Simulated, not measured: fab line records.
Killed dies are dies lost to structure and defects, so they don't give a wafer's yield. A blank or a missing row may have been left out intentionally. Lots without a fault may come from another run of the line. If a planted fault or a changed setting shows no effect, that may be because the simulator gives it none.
fab line records	flow n5_finfet
[record] lots = 5	wafers = 15	last_day = 17
route steps=1938 shown BEOL_M5@1182 BEOL_M6@1194
lots with no fault: from the same line, run without faults
start_h: hours from the record's opening day to when the first of the lot's shown wafers began	wait_h: how many hours have passed since the lot's step before this one	" identical to the entry in the row above	L1.1+2: a single row standing in for several wafers	- value missing, or start not given	* or withheld: withheld	< > ~ a bound
route shown NAME@n: names a module that has steps shown in the file, with the first one's number in the route	usual: the fault-free wafers' mean and standard deviation	same: alike in all rows	chamber/n: place in a boat	sites: the reading at each site	_std_site: standard deviation across them	_edge_site: mean of outer sites minus mean of inner sites	radius_mm: how far each site lies from the wafer's centre	mask NAME#n: copy n	behind: tool/chamber where the wafer was last shaped	hold: the reason the lot was held/the length of the hold in hours/how it ended	device: the n, p or np transistor that did not switch	end of line: tests run on the same wafers once the route is complete	where a step has no rows: the recipe by itself	killed: dies lost to structure and defects at the first sort, not the wafer's yield	map: a wafer's dies, marking killed ones x, the rest . and places with no die _
set.NAME: the run value of the setting; set.NAME@STEP: its run value at that earlier step	model.NAME: the simulator's own value behind a step, which no gauge read
lots at selected steps of the route; one table per step, one row per wafer
services: from which hour (start_h, from the record's first day; less than 0 if before it) a tool's chamber was out of use, for how many hours, and why
[[steps]]
[step N5_BEOL_M5_ANNEAL_89]
[recipe] temp_c = 400	time_s = 1800	ambient = vacuum
[step N5_BEOL_M5_SPUTTER_90]
[recipe] material = Cu	target_thk_a = 45	temp_c = -20	chamber_pressure_pa = 0.07	power_w = withheld	time_s = 8.29
[step N5_BEOL_M5_ECD_50]
[recipe] material = Cu	target_thk_a = 3000
[step N5_BEOL_M5_ANNEAL_51]
[recipe] temp_c = 225	time_s = 90	ambient = N2
[usual] wafer_temp_C_max = 226.2/0.73
[same] time_s = 90
lot.wafer	tool	chamber	start_h	wait_h	wafer_temp_C_max
L280.2	rtp_anneal-02	0	176.33	0.1	226.7
L280.3	"	0	"	"	226.7
L280.6	"	0	"	"	227.2
L286.1	rtp_anneal-01	0	227.10	0.1	225.5
L286.2	"	0	"	"	225.6
L286.3	"	0	"	"	225.3
L296.1	rtp_anneal-02	0	275.20	0.1	226.3
L296.3	"	0	"	"	227.9
L296.4	"	0	"	"	226.5
L297.2	rtp_anneal-01	0	280.82	0.1	225.5
L297.3	"	0	"	"	225.5
L297.5	"	0	"	"	225.5
L300.3	rtp_anneal-01	0	306.00	0.3	225.7
L300.5	"	0	"	"	225.6
L300.6	"	0	"	"	225.5
[step N5_BEOL_M5_CMP_52]
[recipe] stop_on = SiCOH_lowk	t_overpolish_s = 6.9	down_force_psi = 1	platen_rpm = 50	clearing_platen_down_force_psi = 1.5	clearing_platen_rpm = 50	post_cmp_clean = cu_alkaline	target_thk_nm = 62	clearing_platen_pad_velocity_m_s = 0.99484	pad_velocity_m_s = 0.99484
[step N5_BEOL_M5_THK_MEAS_53]
[recipe] thk_meas_gauge = xrf	reads = Cu_of_BEOL_M5_ECD_50
[usual] M5_THK = 63.3/1.4
lot.wafer	tool	chamber	start_h	wait_h	M5_THK[nm]
L280.2	film_metro-02	-	176.88	-	65.3
L280.3	"	-	"	"	64.8
L280.6	"	-	"	"	66.2
L286.1	film_metro-02	-	230.09	-	65.1
L286.2	"	-	"	"	63.3
L286.3	"	-	"	"	61.2
L296.1	film_metro-02	-	275.79	-	63.9
L296.3	"	-	"	"	65.3
L296.4	"	-	"	"	66.3
L297.2	film_metro-02	-	281.37	-	63.5
L297.3	"	-	"	"	64.1
L297.5	"	-	"	"	64.9
L300.3	film_metro-01	-	306.51	-	62.6
L300.5	"	-	"	"	64.6
L300.6	"	-	"	"	62.7
[step N5_BEOL_M5_PRE_CLEAN_77]
[recipe] gas = NH3/H2	time_s = 15	temp_c = *	rf_power_w = 300
[step N5_BEOL_M5_CO_CAP_78]
[recipe] material = Co	target_thk_a = 20	temp_c = 200	precursor = CCTBA/H2	pressure_torr = 30	time_s = 102.1
[usual] heater_power_w = 237/27
[same] time_s = 102.1
lot.wafer	tool	chamber	start_h	wait_h	heater_power_w
L280.2	cvd_co-01	1	176.96	0.0	229
L280.3	"	0	"	"	214
L280.6	"	1	"	"	236
L286.1	cvd_co-02	0	230.29	0.0	200
L286.2	"	2	"	"	252
L286.3	"	1	"	"	277
L296.1	cvd_co-02	0	275.87	0.0	204
L296.3	"	2	"	"	269
L296.4	"	2	"	"	264
L297.2	cvd_co-02	2	281.47	0.0	262
L297.3	"	0	"	"	203
L297.5	"	2	"	"	258
L300.3	cvd_co-01	2	306.59	0.0	235
L300.5	"	2	"	"	234
L300.6	"	1	"	"	235
[step N5_BEOL_M5_PRE_CLEAN_55]
[recipe] gas = NH3	time_s = 15	temp_c = withheld	rf_power_w = 300
[step N5_BEOL_M5_DEP_56]
[recipe] material = SiCN	target_thk_a = 80	temp_c = withheld	precursor = 3MS/NH3	pressure_torr = 3	rf_w = 202	time_s = 14
[step N5_BEOL_M5_RS_MEAS_57]
[recipe] thk_meas_gauge = four-point-probe	reads = Co_of_BEOL_M5_CO_CAP_78+Cu_of_BEOL_M5_ECD_50+Co_of_BEOL_M5_CVD_47+TaN_of_BEOL_M5_ALD_86
[usual] M5_RS = 0.387/0.01
lot.wafer	tool	chamber	start_h	wait_h	M5_RS[ohm/sq]
L280.2	film_metro-02	-	177.17	0.1	0.374
L280.3	"	-	"	"	0.378
L280.6	"	-	"	"	0.368
L286.1	film_metro-02	-	230.49	0.1	0.374
L286.2	"	-	"	"	0.391
L286.3	"	-	"	"	0.406
L296.1	film_metro-02	-	276.05	0.1	0.382
L296.3	"	-	"	"	0.373
L296.4	"	-	"	"	0.366
L297.2	film_metro-01	-	281.65	0.1	0.381
L297.3	"	-	"	"	0.379
L297.5	"	-	"	"	0.373
L300.3	film_metro-01	-	306.77	0.1	0.394
L300.5	"	-	"	"	0.381
L300.6	"	-	"	"	0.393
[step N5_BEOL_M5_INSPECT_58]
[recipe] inspect_instrument = darkfield	mode = post_dep
[usual] raw_defect_count = 68/24
lot.wafer	tool	chamber	start_h	wait_h	raw_defect_count
L280.2	defect_inspect-02	-	177.20	0.0	50
L280.3	"	-	"	"	81
L280.6	"	-	"	"	51
L286.1	defect_inspect-02	-	230.51	0.0	69
L286.2	"	-	"	"	89
L286.3	"	-	"	"	106
L296.1	defect_inspect-02	-	276.08	0.0	47
L296.3	"	-	"	"	51
L296.4	"	-	"	"	70
L297.2	defect_inspect-01	-	281.68	0.0	67
L297.3	"	-	"	"	58
L297.5	"	-	"	"	83
L300.3	defect_inspect-01	-	306.80	0.0	59
L300.5	"	-	"	"	89
L300.6	"	-	"	"	140
[step N5_BEOL_M6_ILD_DEP_00]
[recipe] material = SiCOH_lowk	target_thk_a = 1797.5	temp_c = 300	precursor = DEMS/porogen	pressure_torr = 5	rf_w = 500	time_s = 33.4
[usual] heater_power_w = 361/62	showerhead_plenum_p_Torr = 5.738/0.014	throttle_valve_pct = 13.7/0.54
lot.wafer	tool	chamber	start_h	wait_h	heater_power_w	showerhead_plenum_p_Torr	throttle_valve_pct	model.SiCOH_lowk_of_BEOL_M6_ILD_DEP_00.thk_nm
L280.2	pecvd-01	2	177.23	0.0	341	5.734	12.8	178.6
L280.3	"	1	"	"	363	5.731	13.8	179
L280.6	"	2	"	"	343	5.742	12.7	183.6
L286.1	pecvd-03	2	230.55	0.0	311	5.761	13.6	180.6
L286.2	"	0	"	"	321	5.714	14.6	180
L286.3	"	1	"	"	291	5.744	13.6	177.6
L296.1	pecvd-04	1	276.11	0.0	328	5.714	14.1	178.4
L296.3	"	0	"	"	413	5.755	14.0	179.8
L296.4	"	2	"	"	385	5.756	12.5	179.6
L297.2	pecvd-01	2	281.71	0.0	331	5.742	12.7	176.2
L297.3	"	1	"	"	344	5.710	14.0	190.6
L297.5	"	0	"	"	366	5.742	13.5	179.8
L300.3	pecvd-03	2	306.84	0.0	324	5.778	13.6	178
L300.5	"	2	"	"	332	5.760	13.9	179.6
L300.6	"	1	"	"	292	5.758	13.5	178.6
[step N5_BEOL_M6_CURE_74]
[recipe] temp_c = 385	time_s = 240	ambient = He/Ar	material = SiCOH_lowk
[step N5_BEOL_M6_THK_MEAS_01]
[recipe] reads = SiCOH_lowk_of_BEOL_M6_ILD_DEP_00
[usual] M6_ILD_THK = 155.2/2.2
lot.wafer	tool	chamber	start_h	wait_h	M6_ILD_THK[nm]
L280.2	film_metro-01	-	177.81	0.4	154.1
L280.3	"	-	"	"	154.4
L280.6	"	-	"	"	158.4
L286.1	film_metro-01	-	231.13	0.4	155.7
L286.2	"	-	"	"	155.2
L286.3	"	-	"	"	153.1
L296.1	film_metro-01	-	276.69	0.4	153.9
L296.3	"	-	"	"	155.1
L296.4	"	-	"	"	154.9
L297.2	film_metro-01	-	282.29	0.4	151.9
L297.3	"	-	"	"	164.2
L297.5	"	-	"	"	155.3
L300.3	film_metro-02	-	307.41	0.3	153.5
L300.5	"	-	"	"	154.7
L300.6	"	-	"	"	154.0
[step N5_BEOL_M6_PECVD_70]
[recipe] material = SiO2	target_thk_a = 200	temp_c = 400	precursor = TEOS/O2	pressure_torr = 5.5	rf_w = 450	teos_flow_sccm = 53.8	gas = O2	flow_sccm = 3000	time_s = 22.7
[usual] heater_power_w = 783/120	showerhead_plenum_p_Torr = 8.78/0.048	throttle_valve_pct = 22.1/0.87
[same] time_s = 22.7
lot.wafer	tool	chamber	start_h	wait_h	heater_power_w	showerhead_plenum_p_Torr	throttle_valve_pct
L280.2	pecvd-03	0	177.85	0.0	686	8.70	23.3
L280.3	"	1	"	"	585	8.78	22.4
L280.6	"	1	"	"	610	8.81	22.1
L286.1	pecvd-03	0	231.17	0.0	595	8.71	23.4
L286.2	"	1	"	"	623	8.82	22.2
L286.3	"	2	"	"	794	8.88	21.8
L296.1	pecvd-03	1	276.73	0.0	657	8.81	22.2
L296.3	"	2	"	"	827	8.89	21.9
L296.4	"	0	"	"	648	8.69	23.3
L297.2	pecvd-04	1	282.33	0.0	623	8.71	22.8
L297.3	"	2	"	"	828	8.79	20.5
L297.5	"	0	"	"	974	8.81	22.5
L300.3	pecvd-04	0	307.45	0.0	1045	8.82	22.4
L300.5	"	0	"	"	1074	8.82	22.7
L300.6	"	2	"	"	869	8.78	20.5
[step N5_BEOL_M6_HM_DEP_02]
[recipe] material = TiN	target_thk_a = 200	temp_c = 25	chamber_pressure_pa = 0.49996
[step N5_BEOL_M6_COAT_59]
[recipe] resist = SOC	temp_c = 250	time_s = 60	spin_rpm = 1500	resist_thk_nm = 100
[step N5_BEOL_M6_COAT_60]
[recipe] resist = SiARC	temp_c = 220	time_s = 60	spin_rpm = 1500	resist_thk_nm = 35
[step N5_BEOL_M6_COAT_05]
[recipe] resist = CAR-ArF	spin_rpm = 1500	resist_thk_nm = 90
[step N5_BEOL_M6_EBR_07]
[recipe] solvent = PGMEA	ebr_width_mm = 1.5
[step N5_BEOL_M6_SOFTBAKE_06]
[recipe] temp_c = 110	time_s = 60	resist = CAR-ArF
[step N5_BEOL_M6_EXPOSE_08]
[recipe] mask_id = M6	na = 1.35	source_shape = dipole	sigma_inner = 0.817	sigma_outer = 0.97	polarization = te	dose_mj = 68.25
[step N5_BEOL_M6_PEB_09]
[recipe] peb_temp_c = withheld	peb_time_s = 60	resist = CAR-ArF
[step N5_BEOL_M6_DEVELOP_10]
[recipe] develop_time_s = 30	developer = TMAH	resist = CAR-ArF	rinse_liquid = diw	dry = air_spin	dev_temp_c = 23
[step N5_BEOL_M6_CD_MEAS_11]
[recipe] target_cd_nm = 38.5	landing_energy_ev = 500	detector = se_inlens	polarity = opening
[usual] cd_nm = 38.5/0.38
lot.wafer	tool	chamber	start_h	wait_h	cd_nm
L280.2	cd_sem-01	0	179.87	-	38.3
L280.3	"	0	"	"	39.0
L280.6	"	0	"	"	39.1
L286.1	cd_sem-01	0	232.93	-	39.5
L286.2	"	0	"	"	38.7
L286.3	"	0	"	"	38.3
L296.1	cd_sem-02	0	278.55	-	38.6
L296.3	"	0	"	"	38.1
L296.4	"	0	"	"	39.0
L297.2	cd_sem-01	0	284.18	-	38.4
L297.3	"	0	"	"	38.5
L297.5	"	0	"	"	38.4
L300.3	cd_sem-02	0	311.51	-	38.6
L300.5	"	0	"	"	39.0
L300.6	"	0	"	"	39.2
[step N5_BEOL_M6_OVL_MEAS_12]
[recipe] points_per_wafer = 44
[usual] M6_OVL = 0.5/0.63
lot.wafer	tool	chamber	start_h	wait_h	M6_OVL[nm]
L280.2	overlay-02	0	179.89	0.0	-0.3
L280.3	"	0	"	"	0.9
L280.6	"	0	"	"	-0.2
L286.1	overlay-01	0	232.96	0.0	1.1
L286.2	"	0	"	"	0.9
L286.3	"	0	"	"	0.5
L296.1	overlay-02	0	278.58	0.0	1.2
L296.3	"	0	"	"	0.8
L296.4	"	0	"	"	0.9
L297.2	overlay-02	0	284.21	0.0	0.3
L297.3	"	0	"	"	0.1
L297.5	"	0	"	"	0.0
L300.3	overlay-01	0	311.54	0.0	1.0
L300.5	"	0	"	"	0.0
L300.6	"	0	"	"	-0.1
[step N5_BEOL_M6_INSPECT_13]
[recipe] mode = adi	inspect_instrument = brightfield
[usual] raw_defect_count = 367/85
lot.wafer	tool	chamber	start_h	wait_h	raw_defect_count
L280.2	defect_inspect-02	-	179.92	0.0	498
L280.3	"	-	"	"	432
L280.6	"	-	"	"	341
L286.1	defect_inspect-01	-	232.98	0.0	242
L286.2	"	-	"	"	392
L286.3	"	-	"	"	349
L296.1	defect_inspect-02	-	278.60	0.0	311
L296.3	"	-	"	"	337
L296.4	"	-	"	"	316
L297.2	defect_inspect-01	-	284.23	0.0	300
L297.3	"	-	"	"	338
L297.5	"	-	"	"	513
L300.3	defect_inspect-01	-	311.57	0.0	417
L300.5	"	-	"	"	399
L300.6	"	-	"	"	513
[step N5_BEOL_M6_DESCUM_16]
[recipe] chemistry = O2	time_s = 7.9	source_power_w = 50	bias_power_w = 20	pressure_mtorr = 20	rf_frequency_hz = 2.712e+07	temp_c = 40	resist = CAR-ArF	o2_flow_sccm = 225
[step N5_BEOL_M6_ETCH_61]
[recipe] chemistry = CF4	target = SiARC	target_depth_a = 455	mask_material = CAR-ArF	time_s = 75.8	ion_energy_ev = 80	pressure_mtorr = 40	source_w = 545	bias_w = 36	Ar_flow_sccm = 100	cf4_flow_sccm = 100	ends = cleared
[usual] bias_w = 35.99/0.11	drypump_motor_current_A = 5.6/0.54	etch_rf_on_time_s = 75.3/1.2	oes_product_au = 0.69/0.066	rf_vpp_V = 184.4/1	showerhead_plenum_p_Torr = 2.15/0.064	throttle_valve_pct = 15.54/0.19
lot.wafer	tool	chamber	start_h	wait_h	bias_w	drypump_motor_current_A	etch_rf_on_time_s	oes_product_au	rf_hours_counter_h	rf_vpp_V	showerhead_plenum_p_Torr	throttle_valve_pct
L280.2	rie_diel-06	2	180.07	0.0	35.94	6.1	77.7	0.72	42	184.3	2.09	15.48
L280.3	"	3	"	"	35.97	5.0	77.7	0.60	225	183.5	2.12	15.82
L280.6	"	0	"	"	36.19	5.8	75.1	0.61	-	183.0	2.12	15.64
L286.1	rie_diel-04	1	233.35	0.0	35.87	5.5	75.9	0.60	219	185.3	2.11	15.76
L286.2	"	0	"	"	35.96	6.3	75.1	0.70	75	183.9	2.17	15.18
L286.3	"	2	"	"	36.16	5.1	72.5	0.75	61	185.1	2.17	15.33
L296.1	rie_diel-04	3	278.90	0.0	36.12	5.5	75.6	0.65	150	184.3	2.14	15.67
L296.3	"	0	"	"	35.94	6.2	75.1	0.68	94	184.7	2.17	15.20
L296.4	"	1	"	"	36.04	5.5	75.5	0.59	238	185.1	2.10	15.79
L297.2	rie_diel-02	0	284.53	0.0	35.95	5.0	75.9	0.75	28	186.4	2.27	15.49
L297.3	"	3	"	"	36.05	5.9	74.4	0.73	71	184.0	2.25	15.39
L297.5	"	0	"	"	36.09	5.0	75.5	0.76	-	185.4	2.27	15.47
L300.3	rie_diel-06	2	311.80	0.0	35.78	6.0	76.5	0.67	97	182.4	2.07	15.58
L300.5	"	2	"	"	35.87	6.1	77.4	0.65	-	184.1	2.07	15.57
L300.6	"	3	"	"	36.12	5.0	73.2	0.82	-	184.9	2.10	15.40
[step N5_BEOL_M6_ETCH_62]
[recipe] chemistry = N2/H2	target = SOC	target_depth_a = 1100	overetch_a = 220	mask_material = SiARC	temp_c = 40	time_s = 165	ion_energy_ev = 200	pressure_mtorr = 30	source_w = 840	bias_w = 150	n2_flow_sccm = 200	h2_flow_sccm = 200
[step N5_BEOL_M6_STRIP_68]
[recipe] chemistry = N2/H2	temp_c = 40	n2_flow_sccm = 200	h2_flow_sccm = 200	rf_frequency_hz = 6e+07
[step N5_BEOL_M6_STRIP_67]
[recipe] chemistry = CF4	resist = SiARC	power_w = 300	bias_power_w = 75	pressure_mtorr = 50	cf4_flow_sccm = 150	rf_frequency_hz = 6e+07
[step N5_BEOL_M6_HM_OPEN_17]
[recipe] chemistry = Cl2/BCl3	target_depth_a = 200	overetch_a = 60	target = TiN	mask_material = SOC	ion_energy_ev = 150	pressure_mtorr = 10	icp_w = 1000	bias_w = 126	Cl2_flow_sccm = 53.25	bcl3_flow_sccm = 21.75	Ar_flow_sccm = 25
[usual] bias_w = 126.1/0.45	drypump_motor_current_A = 6.00/0.22	oes_product_au = 0.66/0.1	throttle_valve_pct = 22.25/0.19
lot.wafer	tool	chamber	start_h	wait_h	bias_w	drypump_motor_current_A	oes_product_au	rf_hours_counter_h	throttle_valve_pct
L280.2	rie_metal-03	0	180.31	0.0	125.8	5.78	0.52	127	22.70
L280.3	"	0	"	"	125.5	5.76	0.51	-	22.70
L280.6	"	0	"	"	125.8	5.76	0.52	-	22.69
L286.1	rie_metal-03	1	233.60	0.0	126.2	6.17	0.69	28	22.04
L286.2	"	1	"	"	126.2	6.15	0.69	-	22.04
L286.3	"	1	"	"	126.8	6.16	0.70	-	22.03
L296.1	rie_metal-01	0	279.15	0.0	126.9	6.37	0.63	48	22.24
L296.3	"	1	"	"	126.4	5.71	0.52	-	22.19
L296.4	"	0	"	"	126.0	6.38	0.63	-	22.24
L297.2	rie_metal-01	1	284.77	0.0	126.4	5.75	0.54	107	22.19
L297.3	"	1	"	"	126.1	5.73	0.53	-	22.15
L297.5	"	0	"	"	126.5	6.41	0.63	-	22.25
L300.3	rie_metal-03	1	312.08	0.1	125.2	6.17	0.67	-	22.05
L300.5	"	0	"	"	126.3	5.75	0.79	-	22.36
L300.6	"	1	"	"	125.5	6.16	0.68	-	22.04
[step N5_BEOL_M6_STRIP_19]
[recipe] chemistry = O2	power_w = 400	temp_c = 40	pressure_mtorr = 30	rf_frequency_hz = 6e+07	bias_power_w = 0	overash_fraction = 0.2	o2_flow_sccm = 225
[step N5_BEOL_M6_CD_MEAS_18]
[recipe] pitch_nm = 80	target_cd_nm = 40
[usual] cd_nm = 40.0/0.44
lot.wafer	tool	chamber	start_h	wait_h	cd_nm
L280.2	cd_sem-02	-	180.49	0.1	39.6
L280.3	"	-	"	"	40.5
L280.6	"	-	"	"	40.4
L286.1	cd_sem-01	-	233.93	0.0	41.2
L286.2	"	-	"	"	39.8
L286.3	"	-	"	"	40.3
L296.1	cd_sem-01	-	279.33	0.0	39.7
L296.3	"	-	"	"	39.6
L296.4	"	-	"	"	39.8
L297.2	cd_sem-01	-	284.98	0.1	40.1
L297.3	"	-	"	"	40.4
L297.5	"	-	"	"	39.6
L300.3	cd_sem-03	-	312.28	0.1	39.9
L300.5	"	-	"	"	40.3
L300.6	"	-	"	"	40.7
[step N5_BEOL_M6_COAT_63]
[recipe] resist = SOC	temp_c = 250	time_s = 60	spin_rpm = 1500	resist_thk_nm = 60
[step N5_BEOL_M6_COAT_64]
[recipe] resist = SiARC	temp_c = 220	time_s = 60	spin_rpm = 1500	resist_thk_nm = 12
[step N5_BEOL_M6_COAT_71]
[recipe] resist = underlayer	temp_c = 205	time_s = 60	spin_rpm = 1500	resist_thk_nm = 5
[step N5_BEOL_M6_COAT_22]
[recipe] resist = CAR-EUV	spin_rpm = 1500	resist_thk_nm = 30
[step N5_BEOL_M6_EBR_24]
[recipe] solvent = PGMEA	ebr_width_mm = 1.5
[step N5_BEOL_M6_SOFTBAKE_23]
[recipe] temp_c = 110	time_s = 60	resist = CAR-EUV
[step N5_BEOL_M6_CMP_52]
[recipe] stop_on = SiCOH_lowk	t_overpolish_s = 6.9	down_force_psi = 1	platen_rpm = 50	clearing_platen_down_force_psi = 1.5	clearing_platen_rpm = 50	post_cmp_clean = cu_alkaline	target_thk_nm = 80	clearing_platen_pad_velocity_m_s = 0.99484	pad_velocity_m_s = 0.99484
[usual] motor_current_A = 6.3/0.62	slurry_filter_dp_kPa = 13.50/0.13	slurry_flow_ml_min = 150.0/0.47
lot.wafer	tool	chamber	start_h	wait_h	motor_current_A	slurry_filter_dp_kPa	slurry_flow_ml_min	model.SiCOH_lowk_of_BEOL_M6_ILD_DEP_00.thk_nm
L280.2	cmp-02	2	186.90	0.2	6.4	13.35	149.6	151
L280.3	"	0	"	"	7.1	13.83	149.8	151.4
L280.6	"	1	"	"	6.2	13.62	149.9	155.4
L286.2	cmp-04	3	239.18	0.2	6.1	13.61	150.1	152.2
L286.1	"	1	"	"	5.9	13.57	150.6	152.8
L286.3	"	2	"	"	6.6	13.40	149.6	150
L296.4	cmp-03	3	284.03	0.2	6.0	13.52	150.4	151.8
L296.1	"	0	"	"	5.3	13.31	150.4	150.8
L296.3	"	1	"	"	6.2	13.45	150.3	152.2
L297.2	cmp-02	1	289.93	0.2	6.6	13.52	149.1	149
L297.3	"	0	"	"	6.8	13.53	150.5	161.4
L297.5	"	2	"	"	6.1	13.50	150.0	152.2
L300.3	cmp-04	1	317.90	0.2	6.2	13.62	150.7	150.6
L300.5	"	0	"	"	5.7	13.65	149.7	151.8
L300.6	"	1	"	"	6.2	13.41	149.7	151
[[services]]
tool	chamber	start_h	hours	kind
rie_diel-06	-	153.59	1.2	repair
cmp-04	-	153.98	1.3	repair
cmp-02	-	156.20	0.8	repair
pecvd-03	0	170.64	5.5	scheduled_down
rie_diel-06	1	175.24	16.7	repair
pecvd-03	-	181.09	1.8	repair
cvd_co-02	-	193.68	4.3	pm
rie_diel-02	3	196.56	2.4	repair
pecvd-03	-	199.99	14.6	pm
rie_metal-03	0	201.58	16.2	repair
cmp-03	-	210.09	40.3	repair
cmp-04	-	213.26	4.0	pm
rie_diel-02	-	217.41	0.9	repair
cmp-04	-	218.03	3.4	repair
rie_diel-02	-	221.67	28.1	pm
cmp-02	-	226.81	4.0	pm
cmp-02	-	232.15	6.3	pm
cmp-04	-	242.97	1.0	repair
cmp-04	-	250.39	14.2	pm
cmp-02	-	253.63	2.3	repair
cmp-04	-	276.82	1.1	repair
rie_diel-04	1	283.96	9.8	repair
cvd_co-02	2	287.15	15.5	repair
rie_diel-04	2	306.92	9.3	repair
[[key]]
[first_sign] step = N5_BEOL_M6_THK_MEAS_01	reading = M6_ILD_THK	direction = up	sigmas = 4.1	usual = 155.2	struck = 164.2
effect none on later readings
[model_effect] step = N5_BEOL_M6_ILD_DEP_00	value = SiCOH_lowk_of_BEOL_M6_ILD_DEP_00.thk_nm	without = 176.2	struck = 190.6
[model_effect] step = N5_BEOL_M6_CMP_52	value = SiCOH_lowk_of_BEOL_M6_ILD_DEP_00.thk_nm	without = 148.8	struck = 161.4
met_at N5_BEOL_M6_ILD_DEP_00
struck_wafers L297.3
onset_between 177.23 281.71
[fault] kind = process_parameter_drift	tool = pecvd-01	chamber = -	onset_h = 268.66	steps = N5_BEOL_M6_ILD_DEP_00	channel = time_s	offset = *	shape = step	end_h = 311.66	scope = struck_wafers_only	acts_in = *	stated = *
